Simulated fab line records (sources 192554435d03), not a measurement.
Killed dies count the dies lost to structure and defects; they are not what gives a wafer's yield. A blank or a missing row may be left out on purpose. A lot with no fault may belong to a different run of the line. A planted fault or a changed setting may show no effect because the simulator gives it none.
fab line records	flow n5-finfet
record: lots: 7	wafers: 39
route steps=1938 shown DUMMY_GATE@228 SD_EPI_N@288 GATE_CUT@466 MOL_CONTACT_COAG@523 BEOL_M4@1111
start-h: hours from the record's first day to the start of the lot's first wafer shown	wait-h: hours from the lot's prior step to this one	" unchanged from the row above	L1.1+2: a row that stands for several wafers	- no value, or no start given	* or withheld: withheld	< > ~ a bound
route shown NAME@n: NAME is a module with steps in the file, n the number in the route of the first one	usual: the fault-free wafers' mean and standard deviation	same: alike in all rows	chamber/n: place in a boat	sites: the reading at each site	_std_site: standard deviation across them	_edge_site: outer sites' mean less inner sites'	radius-mm: for every site, how far away it sits from the centre of the wafer	mask NAME#n: copy n	behind: the last tool/chamber to shape the wafer	hold: reason for holding the lot/hours on hold/outcome of the hold	device: the n, p or np transistor that did not switch	end of line: the route-end tests of the same wafers	a step given without rows: its recipe and nothing more	killed: dies lost to structure and defects at the first sort, not the wafer's yield	map: shows each die of a wafer: x if killed, . if not, _ if none is there
set.NAME: the setting as run; set.NAME@STEP: as run at that earlier step	model.NAME: the simulator's own value behind a step, which no gauge read
lots where settings were altered on purpose, with a table for each step and a row for each wafer
== steps ==
step: N5_DUMMY_GATE_EXPOSE_12
recipe: mask-id: GATE	na: 0.33	source-shape: annular	sigma-inner: 0.2	sigma-outer: 0.6	polarization: unpolarized	target-cd-nm: 25	dose-mj: 34
step: N5_DUMMY_GATE_ETCH_37
recipe: chemistry: N2/H2	target: SOC	target-depth-a: 600	overetch-a: 300	temp-c: 40	ion-energy-ev: 200	pressure-mtorr: 30	source-w: 840	bias-w: 150	n2-flow-sccm: 200	h2-flow-sccm: 200
step: N5_SD_EPI_N_EPI_21
recipe: material: Si:P	dopant: P	temp-c: 680	pressure-torr: 255	time-s: 690
step: N5_GATE_CUT_ETCH_56
recipe: chemistry: Cl2/Ar	target: TiN	target-depth-a: 216	pressure-mtorr: 10	icp-w: 600	bias-w: 60	Cl2_flow_sccm: 40	Ar_flow_sccm: 60
step: N5_GATE_CUT_ETCH_58
recipe: chemistry: CH3F/O2	target: SiNx	target-depth-a: 170	time-s: 128.6	ion-energy-ev: 50	pressure-mtorr: 30	source-w: 415	bias-w: 21	Ar_flow_sccm: 150	CH3F_flow_sccm: 30	O2_flow_sccm: 20
step: N5_MOL_CONTACT_COAG_EXPOSE_05
recipe: mask-id: CA	na: 0.33	source-shape: annular	sigma-inner: 0.4	sigma-outer: 0.8	polarization: unpolarized	defocus-nm: 0	dose-mj: 38.25
step: N5_MOL_CONTACT_COAG_SPUTTER_143
recipe: material: Co	target-thk-a: 25	temp-c: 25	chamber-pressure-pa: 0.2
step: N5_MOL_CONTACT_COAG_ALD_133
recipe: material: SiO2	target-thk-a: 50	temp-c: 100	ald-precursor-family: BDEAS	ald-co-reactant: O2-plasma	pulse-time-s: 1	co-reactant-pulse-time-s: 1	purge-time-s: 2	co-reactant-purge-time-s: 2	ald-cycles: 35	pressure-torr: 2
step: N5_MOL_CONTACT_COAG_VIA_ETCH_117
recipe: chemistry: C4F6/O2	target-depth-a: 400	overetch-a: 80	mask-material: SOC	target: SiO2	bias-w: 455	pressure-mtorr: 10	time-s: 26	source-w: 325	Ar_flow_sccm: 300	C4F6_flow_sccm: 10	O2_flow_sccm: 10	ion-energy-ev: 575.3	ends: end-point
step: N5_BEOL_M4_RC_MEAS_101
usual: RC_DENSE_N: 18.8/0.39	RC_DENSE_P: 23.6/0.52	RC_N: 15.4/0.31	RC_P: 19.2/0.41	RS_SD_N: 28.2/0.38
lot.wafer	tool	chamber	start-h	wait-h	set.dose-mj@DUMMY_GATE_EXPOSE_12	set.source-w@DUMMY_GATE_ETCH_37	set.epi-growth-time-s@SD_EPI_N_EPI_21	set.bias-w@GATE_CUT_ETCH_56	set.time-s@GATE_CUT_ETCH_58	set.dose-mj@MOL_CONTACT_COAG_EXPOSE_05	set.target-thk-a@MOL_CONTACT_COAG_SPUTTER_143	set.ald-cycles@MOL_CONTACT_COAG_ALD_133	set.target-depth-a@MOL_CONTACT_COAG_VIA_ETCH_117	RC_DENSE_N[ohm.um]	RC_DENSE_P[ohm.um]	RC_N[ohm.um]	RC_P[ohm.um]	RS_SD_N[ohm/sq]
L081.1	prober-01	0	252.31	0.0	35	840	690	60	115.2	35.42	27.62	35	400	21.6	27.2	17.5	22.2	28.5
L081.2	"	0	"	"	35	840	690	60	128.6	38.25	27.62	30	400	19.0	23.8	15.6	19.6	28.5
L081.3	"	0	"	"	34	840	690	55.44	128.6	35.42	25	30	433.1	22.1	27.7	17.7	22.2	28.6
L081.4	"	0	"	"	34	840	744.4	55.44	115.2	38.25	27.62	35	433.1	18.6	23.2	15.2	18.9	27.3
L081.5	"	0	"	"	35	840	744.4	55.44	128.6	38.25	25	35	400	18.7	23.4	15.3	18.9	26.9
L081.6	"	0	"	"	34	840	744.4	60	115.2	35.42	25	30	433.1	21.8	27.6	17.9	22.3	27.0
L082.1	prober-01	0	254.70	0.0	34	763.2	690	60	128.6	40.85	25	35	400	17.6	22.2	14.3	18.1	28.1
L082.2	"	0	"	"	34	840	690	56.3	128.6	38.25	25	35	445.7	19.0	24.0	15.5	19.5	28.1
L082.3	"	0	"	"	34	840	690	60	139	38.25	25	35	445.7	19.5	24.2	15.8	19.7	28.0
L082.4	"	0	"	"	34	840	690	56.3	139	40.85	25	35	400	16.6	21.0	13.6	17.0	27.5
L082.5	"	0	"	"	34	763.2	690	60	139	40.85	25	35	445.7	16.7	20.8	13.7	17.4	27.9
L082.6	"	0	"	"	34	763.2	690	56.3	128.6	38.25	25	35	400	19.3	24.0	15.9	19.6	27.8
L086.1	prober-01	0	279.39	0.0	34	840	690	60	128.6	38.25	25	35	400	18.7	23.9	15.1	19.4	28.7
L086.4	"	0	"	"	34	840	690	60	128.6	38.25	25	35	400	19.0	23.7	15.4	19.5	28.4
L086.6	"	0	"	"	34	840	690	60	128.6	38.25	25	35	400	18.3	23.3	14.9	19.0	28.8
L084.1	prober-01	0	284.29	0.0	34	840	690	60	128.6	37.42	22.49	35	383.8	19.4	23.8	15.9	19.7	28.3
L084.2	"	0	"	"	31.41	840	648.4	51.18	128.6	37.42	25	35	400	19.8	24.8	16.1	19.9	29.2
L084.3	"	0	"	"	34	932.1	690	60	128.6	38.25	25	40	400	18.9	23.3	15.6	19.3	28.0
L084.4	"	0	"	"	31.41	932.1	648.4	60	128.6	38.25	22.49	40	383.8	18.0	22.3	14.9	18.3	29.8
L084.5	"	0	"	"	34	932.1	648.4	51.18	128.6	37.42	22.49	40	400	19.8	24.3	16.1	19.9	29.6
L084.6	"	0	"	"	31.41	840	690	51.18	128.6	38.25	25	35	383.8	18.8	23.0	15.2	18.7	28.3
L087.1	prober-01	0	291.12	0.0	34	840	690	60	110.8	38.25	25	37	353.7	19.0	24.1	15.6	19.5	28.1
L087.2	"	0	"	"	34	698.2	690	51.38	128.6	38.25	25	37	353.7	19.3	24.4	15.9	19.9	28.2
L087.3	"	0	"	"	34	840	690	51.38	110.8	38.25	25	35	353.7	18.4	23.4	15.1	19.1	28.1
L087.4	"	0	"	"	35.28	698.2	690	51.38	128.6	38.25	25	37	400	18.9	23.7	15.5	19.4	28.3
L087.5	"	0	"	"	35.28	698.2	690	60	110.8	38.25	25	35	400	19.1	23.8	15.6	19.5	28.4
L087.6	"	0	"	"	35.28	840	690	60	128.6	38.25	25	35	400	19.0	23.8	15.4	19.5	28.2
L089.1	prober-02	0	306.11	0.7	34	692.8	690	65.05	128.6	36.47	25	32	400	20.7	26.1	16.9	20.9	27.8
L089.2	"	0	"	"	34	692.8	690	60	139.9	38.25	25	35	400	18.4	23.1	15.1	18.8	28.0
L089.3	"	0	"	"	32.87	840	690	65.05	128.6	38.25	28.58	32	400	19.2	23.7	15.4	19.3	27.8
L089.4	"	0	"	"	32.87	692.8	690	60	128.6	36.47	28.58	35	400	21.1	26.4	17.1	21.3	27.9
L089.5	"	0	"	"	34	840	690	65.05	139.9	36.47	28.58	35	400	20.8	25.9	16.8	21.2	28.1
L089.6	"	0	"	"	32.87	840	690	60	139.9	38.25	25	32	400	19.2	23.8	15.6	19.3	27.9
L096.1	prober-02	0	354.48	0.0	32.22	840	690	60	128.6	38.25	28.49	30	436.4	19.4	24.4	15.9	19.8	28.1
L096.2	"	0	"	"	34	840	733.5	60	119.7	38.25	28.49	35	400	19.6	24.4	15.9	20.0	27.3
L096.3	"	0	"	"	32.22	840	733.5	60	119.7	38.25	25	35	436.4	19.1	24.0	15.6	19.5	27.2
L096.4	"	0	"	"	34	840	733.5	60	128.6	38.25	28.49	30	436.4	18.9	23.9	15.4	19.2	27.4
L096.5	"	0	"	"	32.22	840	690	60	119.7	38.25	25	30	400	19.4	24.3	15.8	19.7	28.2
L096.6	"	0	"	"	34	840	690	60	128.6	38.25	25	35	400	18.8	23.5	15.4	19.2	27.9
== key ==
split: step: N5_DUMMY_GATE_EXPOSE_12	setting: dose-mj	stated-as: 34
response none clear
split: step: N5_DUMMY_GATE_ETCH_37	setting: source-w	stated-as: 840
response none clear
split: step: N5_SD_EPI_N_EPI_21	setting: epi-growth-time-s	stated-as: 690
response: step: N5_BEOL_M4_RC_MEAS_101	reading: RS_SD_N	slope: -0.185	per: 1%	together-with: all	explained: 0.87
split: step: N5_GATE_CUT_ETCH_56	setting: bias-w	stated-as: 60
response none clear
split: step: N5_GATE_CUT_ETCH_58	setting: time-s	stated-as: 128.6
response none clear
split: step: N5_MOL_CONTACT_COAG_EXPOSE_05	setting: dose-mj	stated-as: 38.25
response: step: N5_BEOL_M4_RC_MEAS_101	reading: RC_N	slope: -0.308	per: 1%	together-with: all	explained: 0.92
response: step: N5_BEOL_M4_RC_MEAS_101	reading: RC_P	slope: -0.378	per: 1%	together-with: all	explained: 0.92
response: step: N5_BEOL_M4_RC_MEAS_101	reading: RC_DENSE_P	slope: -0.499	per: 1%	together-with: all	explained: 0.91
response: step: N5_BEOL_M4_RC_MEAS_101	reading: RC_DENSE_N	slope: -0.387	per: 1%	together-with: all	explained: 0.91
split: step: N5_MOL_CONTACT_COAG_SPUTTER_143	setting: target-thk-a	stated-as: 25
response none clear
split: step: N5_MOL_CONTACT_COAG_ALD_133	setting: ald-cycles	stated-as: 35
response none clear
split: step: N5_MOL_CONTACT_COAG_VIA_ETCH_117	setting: target-depth-a	stated-as: 400
response none clear
